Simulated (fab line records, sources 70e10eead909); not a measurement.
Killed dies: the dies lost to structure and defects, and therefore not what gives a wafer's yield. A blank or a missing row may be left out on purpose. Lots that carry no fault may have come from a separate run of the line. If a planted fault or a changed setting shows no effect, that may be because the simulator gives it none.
The tool behind it: which one? | flow nand-harc | Sampling: 11 lots, 33 wafers, 2 of 1302 route steps

WHAT EACH GAUGE READ, for each wafer
NHARC_P_GATE_CD_MEAS_26: the cd target is 120 nm.
lot  | measured     | on        | cd-nm (nm)
L900 | day 5 07:44  | cd-sem-01 | 120.3 119.8 120.5
L902 | day 6 05:19  | cd-sem-02 | 120.4 120.2 121.5
L904 | day 6 23:44  | cd-sem-01 | 120.1 120.1 119.3
L906 | day 8 04:12  | cd-sem-01 | 121.4 120.7 121.1
L907 | day 8 09:38  | cd-sem-01 | 120.7 120.6 120.5
L909 | day 9 14:49  | cd-sem-02 | 119.6 119.3 120.7
L913 | day 10 23:43 | cd-sem-02 | 75.1 76.3 75.7
L914 | day 11 04:03 | cd-sem-02 | 119.1 119.7 120.0
L917 | day 12 10:19 | cd-sem-02 | 120.4 120.5 119.2
L921 | day 14 04:23 | cd-sem-01 | 121.0 120.2 120.9
L922 | day 14 11:25 | cd-sem-02 | 118.9 119.1 119.7

TOOL THAT RAN EACH LOT (tool first, then ch and the chambers of the sampled wafers, then the start)
lot  | NHARC_P_GATE_EXPOSE_23
L900 | arfi-scanner-02 ch 0, day 5 07:35
L902 | arfi-scanner-03 ch 0, day 6 05:11
L904 | arfi-scanner-03 ch 0, day 6 23:36
L906 | arfi-scanner-02 ch 0, day 8 04:04
L907 | arfi-scanner-01 ch 0, day 8 09:30
L909 | arfi-scanner-01 ch 0, day 9 14:41
L913 | arfi-scanner-01 ch 0, day 10 23:35
L914 | arfi-scanner-01 ch 0, day 11 03:55
L917 | arfi-scanner-03 ch 0, day 12 10:11
L921 | arfi-scanner-01 ch 0, day 14 04:14
L922 | arfi-scanner-01 ch 0, day 14 11:17
- NHARC_P_GATE_EXPOSE_23: exposes mask P GATE, target cd 120 nm.

THE ANSWER, worked out from the rows above alone
Rule: the lots themselves supply what counts as usual. Put in order of their means at a reading, lots are off if they are a third of the lots or fewer, leave a main group of 4 or more, and stand apart from it by a gap of 3 or more times the standard deviation of the main group's means; of several such gaps the widest counts. Not used: any main group whose means are identical at the precision the tables above print for the reading. A lot without any number at a reading at which 4 lots or more have one is off too. All remaining lots with rows at the step are treated as sound.
Off: L913, at NHARC_P_GATE_CD_MEAS_26 (cd-nm). Main group: mean 120.2 nm, sd 0.55.
If a tool, at a process step before that reading, ran all the lots that are off and no sound lot after the first of them, it fits. The gauges at NHARC_P_GATE_CD_MEAS_26 are tried like those tools. None of those tried fits.

WHAT WAS PUT IN BY THE SIMULATOR
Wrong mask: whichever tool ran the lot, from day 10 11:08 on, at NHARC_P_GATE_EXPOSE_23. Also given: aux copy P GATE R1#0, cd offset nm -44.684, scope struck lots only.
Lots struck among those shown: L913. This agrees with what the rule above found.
